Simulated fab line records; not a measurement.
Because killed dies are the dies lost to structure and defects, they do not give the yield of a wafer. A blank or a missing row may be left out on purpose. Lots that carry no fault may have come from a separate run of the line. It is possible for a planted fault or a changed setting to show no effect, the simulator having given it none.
Problem report, 8D (eight disciplines) form, completed by code :: flow nand-harc :: the parts of the form that need people (team, actions taken, sign-off) are left out

== 1. THE PROBLEM ==
run-length-s at NHARC_A_WL_FILL_ETCHBACK_17 reads a mean of 41.3 s on 4 wafers of 2 lots; wafers without a fault read 48.1 s with a standard deviation of 0.33. That puts it -21 standard deviations away from the usual mean.
The step: etches the open film in Cl2/BCl3, target depth 4 nm, time 26.7 s.
Earliest sighting: wafer L118.1 on rie-metal-01 at day 24 10:08. At this step, 42 wafers from 14 lots have a number in the record. The rule behind "out" and "out of limits": a value lying over 4 standard deviations away from the usual mean. The other wafers with a number count as sound.

== 2. WHAT IT IS; WHAT IT IS NOT ==
question: which readings at this step
is: run-length-s
is not: drypump-motor-current-A, oes-product-au

question: which lots
is: L117, L118
is not: L109, L111, L112, L114, L115, L119, L126, L127, L129, L130, L131, L132

question: which wafers of those lots
is: L117.1, L117.3, L118.1, L118.6
is not: L117.2, L118.5

question: read on which tools
is: rie-metal-01
is not: rie-metal-02, rie-metal-03

question: when
is: from day 24 10:08
is not: up to then (16 sound wafers); but 22 sound wafers of L117, L119, L126, L127, L129, L130, L131, L132 came after

== 3. THE SUSPECTS, EACH WITH WHAT RULES IT OUT ==
Counting: any tool at a process step up to the reading remains a suspect provided it ran every lot that is out. Sound lots after the first of them don't rule it out here, since some wafers of a struck lot are sound.
- rie-metal-01 at NHARC_A_WL_FILL_ETCHBACK_17 (etches the open film in Cl2/BCl3, target depth 4 nm, time 26.7 s): kept. Ran every lot that is out, first one L118 (day 24 10:08); last sound lot up to then L115 (day 23 11:40). Its own run-length-s readings are out on those wafers.
- Within rie-metal-01 at NHARC_A_WL_FILL_ETCHBACK_17: the wafers that are out ran in chamber 1; their sound lot-mates ran in chamber 0.
Remaining after the count: rie-metal-01 at NHARC_A_WL_FILL_ETCHBACK_17.

== 4. THE CAUSE (what the simulator had put in) ==
rie-metal-01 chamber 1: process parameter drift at NHARC_A_WL_FILL_ETCHBACK_17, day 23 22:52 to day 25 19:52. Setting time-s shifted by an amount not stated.
After counting, this tool was the only one left.

== 5. THE EFFECT CHAIN, in route order ==
Each row: a reading where the mean over the struck wafers with a number is more than 3 standard deviations away from the usual. Only readings for which the record gives a usual standard deviation are gone through. hours: the time from each lot's start at the first step in this table that gives one to its start at this step, as a median over the lots. sigmas: the change in usual standard deviations.
hours: 0
step: NHARC_A_WL_FILL_ETCHBACK_17
reading: run-length-s
usual: 48.1 s
on struck wafers: 41.3
change: -6.8
sigmas: -21
The process steps in it:
- NHARC_A_WL_FILL_ETCHBACK_17: etches the open film in Cl2/BCl3, target depth 4 nm, time 26.7 s.
Later steps that measure or inspect, where all struck wafers having a row at the step show a number for every such reading and not one has moved that far: NHARC_A_WL_FILL_INSPECT_15.

== 6. WHAT WOULD HAVE CAUGHT IT SOONER ==
11 hours passed between the start of the fault at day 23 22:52 and the first reading out of limits in this record, taken at day 24 10:08.
